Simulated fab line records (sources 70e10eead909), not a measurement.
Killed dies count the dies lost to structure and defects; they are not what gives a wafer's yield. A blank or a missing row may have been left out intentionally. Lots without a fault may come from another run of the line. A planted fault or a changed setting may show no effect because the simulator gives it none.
Matching of chambers / flow nand harc / rie si-06 running NHARC_A_DECK1_JOINT_ETCHBACK_00: 4 sister chambers
The step etches the open film in HBr, target depth 30 nm, time 17.4 s. 18 wafers are shown with their chamber, then 9 later ones without.

## WAFERS PAIRED WITH THEIR CHAMBERS
wafer=L074.1; chamber=2; drypump motor current A (A)=5.3; oes product au (a.u.)=0.995; throttle valve pct (%)=23.275
wafer=L074.2; chamber=0; drypump motor current A (A)=5.8; oes product au (a.u.)=0.989; throttle valve pct (%)=23.255
wafer=L074.5; chamber=3; drypump motor current A (A)=6.3; oes product au (a.u.)=1.001; throttle valve pct (%)=23.250
wafer=L076.2; chamber=0; drypump motor current A (A)=5.8; oes product au (a.u.)=0.991; throttle valve pct (%)=23.270
wafer=L076.3; chamber=2; drypump motor current A (A)=5.3; oes product au (a.u.)=0.983; throttle valve pct (%)=23.275
wafer=L076.6; chamber=2; drypump motor current A (A)=5.3; oes product au (a.u.)=0.999; throttle valve pct (%)=23.267
wafer=L076.1; chamber=1; drypump motor current A (A)=5.4; oes product au (a.u.)=0.994; throttle valve pct (%)=23.262
wafer=L076.4; chamber=3; drypump motor current A (A)=6.3; oes product au (a.u.)=0.986; throttle valve pct (%)=23.270
wafer=L076.5; chamber=3; drypump motor current A (A)=6.3; oes product au (a.u.)=0.991; throttle valve pct (%)=23.264
wafer=L078.1; chamber=2; drypump motor current A (A)=5.3; oes product au (a.u.)=0.988; throttle valve pct (%)=23.259
wafer=L078.3; chamber=3; drypump motor current A (A)=6.3; oes product au (a.u.)=0.996; throttle valve pct (%)=23.273
wafer=L078.5; chamber=3; drypump motor current A (A)=6.3; oes product au (a.u.)=0.985; throttle valve pct (%)=23.275
wafer=L086.1; chamber=2; drypump motor current A (A)=5.3; oes product au (a.u.)=1.003; throttle valve pct (%)=23.271
wafer=L086.4; chamber=3; drypump motor current A (A)=6.3; oes product au (a.u.)=0.988; throttle valve pct (%)=23.260
wafer=L086.5; chamber=0; drypump motor current A (A)=5.9; oes product au (a.u.)=0.994; throttle valve pct (%)=23.281
wafer=L087.1; chamber=2; drypump motor current A (A)=5.3; oes product au (a.u.)=0.991; throttle valve pct (%)=23.267
wafer=L087.4; chamber=0; drypump motor current A (A)=5.8; oes product au (a.u.)=0.985; throttle valve pct (%)=23.260
wafer=L087.6; chamber=2; drypump motor current A (A)=5.3; oes product au (a.u.)=0.981; throttle valve pct (%)=23.242

SIGNATURES (means of the wafers above)
reading=drypump motor current A; chamber 0=5.825; chamber 1=5.400; chamber 2=5.300; chamber 3=6.300; scatter within a chamber=0.0231
reading=oes product au; chamber 0=0.98975; chamber 1=0.99400; chamber 2=0.99143; chamber 3=0.99117; scatter within a chamber=0.00673
reading=throttle valve pct; chamber 0=23.26650; chamber 1=23.26200; chamber 2=23.26514; chamber 3=23.26533; scatter within a chamber=0.0108
Rule: for each reading, subtract the chamber's mean from the wafer's reading, divide by that reading's scatter and square the result; add these up over the readings and take the root, which gives the wafer's distance from the chamber. If the next closest chamber is less than 2 further off than the closest, the wafer can't be placed; otherwise it belongs to the closest. The scatter: the root of (the sum of the squares of (reading less its chamber's mean) over the shown wafers, divided by (wafers less chambers)).

## WAFERS MISSING THEIR CHAMBER
wafer=L088.1; drypump motor current A (A)=5.3; oes product au (a.u.)=0.994; throttle valve pct (%)=23.262
wafer=L088.2; drypump motor current A (A)=5.3; oes product au (a.u.)=0.995; throttle valve pct (%)=23.276
wafer=L088.4; drypump motor current A (A)=6.3; oes product au (a.u.)=0.992; throttle valve pct (%)=23.266
wafer=L094.1; drypump motor current A (A)=5.4; oes product au (a.u.)=0.990; throttle valve pct (%)=23.267
wafer=L094.4; drypump motor current A (A)=5.3; oes product au (a.u.)=0.987; throttle valve pct (%)=23.266
wafer=L094.5; drypump motor current A (A)=5.9; oes product au (a.u.)=0.984; throttle valve pct (%)=23.268
wafer=L097.2; drypump motor current A (A)=5.4; oes product au (a.u.)=0.993; throttle valve pct (%)=23.287
wafer=L097.5; drypump motor current A (A)=5.3; oes product au (a.u.)=1.001; throttle valve pct (%)=23.266
wafer=L097.6; drypump motor current A (A)=6.3; oes product au (a.u.)=0.996; throttle valve pct (%)=23.255

## CHAMBER TAKEN BY EACH
wafer=L088.1; from the rows above=2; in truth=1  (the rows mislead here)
wafer=L088.2; from the rows above=2; in truth=2
wafer=L088.4; from the rows above=3; in truth=3
wafer=L094.1; from the rows above=1; in truth=1
wafer=L094.4; from the rows above=2; in truth=2
wafer=L094.5; from the rows above=0; in truth=0
wafer=L097.2; from the rows above=1; in truth=1
wafer=L097.5; from the rows above=2; in truth=2
wafer=L097.6; from the rows above=3; in truth=3
Correct placement for 8 of the 9. From these rows, 0 cannot be placed. Placed wrongly: 1.
